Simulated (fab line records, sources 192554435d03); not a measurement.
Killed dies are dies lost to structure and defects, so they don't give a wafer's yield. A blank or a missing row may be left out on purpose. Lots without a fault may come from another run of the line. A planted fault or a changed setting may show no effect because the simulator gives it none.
Chamber matching | flow n5_finfet | N5_ILD0_CMP_03 on cmp-01: 4 sister chambers
The step polishes, stops on SiNx, t overpolish 1.9 s, target thk 197.38 nm. 4 wafers are shown with their chamber, then 9 later ones without.

WAFERS WITH THEIR CHAMBER
wafer  | chamber | motor_current_A (A)
L084.2 | 2       | 12.6
L091.1 | 3       | 10.6
L091.3 | 1       | 14.1
L091.6 | 0       | 13.1

WAFERS WITHOUT THEIR CHAMBER
wafer  | motor_current_A (A)
L093.1 | 13.4
L093.3 | 12.6
L093.6 | 13.0
L095.2 | 13.1
L095.3 | 11.0
L095.6 | 12.9
L097.1 | 13.1
L097.3 | 12.7
L097.6 | 10.1

WHICH CHAMBER EACH WENT THROUGH
wafer  | from the rows above     | in truth
L093.1 | can't be placed: 0 or 1 | 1
L093.3 | 2                       | 2
L093.6 | can't be placed: 0 or 2 | 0
L095.2 | 0                       | 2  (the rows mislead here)
L095.3 | 3                       | 3
L095.6 | can't be placed: 0 or 2 | 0
L097.1 | 0                       | 0
L097.3 | can't be placed: 2 or 0 | 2
L097.6 | 3                       | 3
Placed correctly: 4 of 9. Can't be placed from these rows: 4 (the true chamber is among the candidates in 4). Placed wrongly: 1.
How it was worked out, from the rows above alone: a wafer's distance from a chamber is the root of the sum, over the readings, of the square of ((its reading less the chamber's mean) divided by the reading's scatter). The wafer belongs to the nearest chamber; if the next one is less than 2 further off, it can't be placed. A chamber's mean is the mean of its shown wafers. The scatter: with one shown wafer a chamber, the root of the mean of the squares of how far each hidden wafer lies from its nearest shown one.
